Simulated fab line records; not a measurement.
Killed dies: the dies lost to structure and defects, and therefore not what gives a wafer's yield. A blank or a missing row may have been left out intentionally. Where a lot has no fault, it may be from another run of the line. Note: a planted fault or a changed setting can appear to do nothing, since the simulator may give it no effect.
Which tool did it? / flow nandHarc / 6 lots with 18 wafers sampled at 4 steps, on a route of 1302 steps

## WHAT THE GAUGES SHOWED, per wafer
NHARC_P_GATE_CD_MEAS_59: the cd target is 720 nm.
lot=L984; measured=day 6 10:12; on=cdSem-02; cdNm (nm)=721.9 723.6 723.0
lot=L991; measured=day 9 11:21; on=cdSem-02; cdNm (nm)=715.1 713.6 713.7
lot=L995; measured=day 11 15:26; on=cdSem-03; cdNm (nm)=716.9 718.0 716.4
lot=L998; measured=day 12 06:16; on=cdSem-03; cdNm (nm)=718.6 717.4 718.4
lot=L102; measured=day 13 22:09; on=cdSem-03; cdNm (nm)=722.1 720.1 721.1
lot=L105; measured=day 15 06:13; on=cdSem-02; cdNm (nm)=718.0 720.9 718.7

## EACH LOT AND THE TOOL THAT RAN IT (in order: tool; ch and the chambers of the sampled wafers; start)
lot=L984; NHARC_P_GATE_DEP_103=pecvd-02 ch 0,1,2, day 5 17:53; NHARC_P_GATE_STRIP_108=rieDiel-03 ch 0,1,3, day 5 19:20; NHARC_P_GATE_PEB_57=lithoTrack-07 ch 0, day 6 10:06
lot=L991; NHARC_P_GATE_DEP_103=pecvd-01 ch 1,2, day 8 21:01; NHARC_P_GATE_STRIP_108=rieDiel-03 ch 0,1,3, day 8 22:32; NHARC_P_GATE_PEB_57=lithoTrack-07 ch 0, day 9 11:15
lot=L995; NHARC_P_GATE_DEP_103=pecvd-01 ch 0,1, day 11 01:10; NHARC_P_GATE_STRIP_108=rieDiel-03 ch 0,2,3, day 11 02:33; NHARC_P_GATE_PEB_57=lithoTrack-02 ch 0, day 11 15:20
lot=L998; NHARC_P_GATE_DEP_103=pecvd-02 ch 1,2, day 11 16:13; NHARC_P_GATE_STRIP_108=rieDiel-03 ch 0,1,3, day 11 17:35; NHARC_P_GATE_PEB_57=lithoTrack-02 ch 0, day 12 06:10
lot=L102; NHARC_P_GATE_DEP_103=pecvd-02 ch 0,1, day 13 07:51; NHARC_P_GATE_STRIP_108=rieDiel-08 ch 0,2,3, day 13 09:22; NHARC_P_GATE_PEB_57=lithoTrack-07 ch 0, day 13 22:04
lot=L105; NHARC_P_GATE_DEP_103=pecvd-04 ch 0,1, day 14 15:54; NHARC_P_GATE_STRIP_108=rieDiel-03 ch 1,2,3, day 14 17:22; NHARC_P_GATE_PEB_57=lithoTrack-07 ch 0, day 15 06:07
- NHARC_P_GATE_DEP_103: deposits SiON, target thk 30 nm.
- NHARC_P_GATE_STRIP_108: strips in O2.
- NHARC_P_GATE_PEB_57: peb time 85 s.

## THE ANSWER, worked out from the rows above alone
Rule: usual is defined by the lots themselves. The widest of any qualifying gaps counts: lots, ordered by their means at a reading, are off when they make up no more than a third of the lots, leave a main group of 4 or more, and stand apart from it by 3 or more times the standard deviation of that group's means. Not used: any main group whose means are identical at the precision the tables above print for the reading. Also off: a lot with no number at a reading for which 4 or more lots have one. Where the step has rows for the other lots, those lots are counted as sound.
None of the lots is off at any reading shown; this tells nothing.

## WHAT THE SIMULATOR HAD INSERTED
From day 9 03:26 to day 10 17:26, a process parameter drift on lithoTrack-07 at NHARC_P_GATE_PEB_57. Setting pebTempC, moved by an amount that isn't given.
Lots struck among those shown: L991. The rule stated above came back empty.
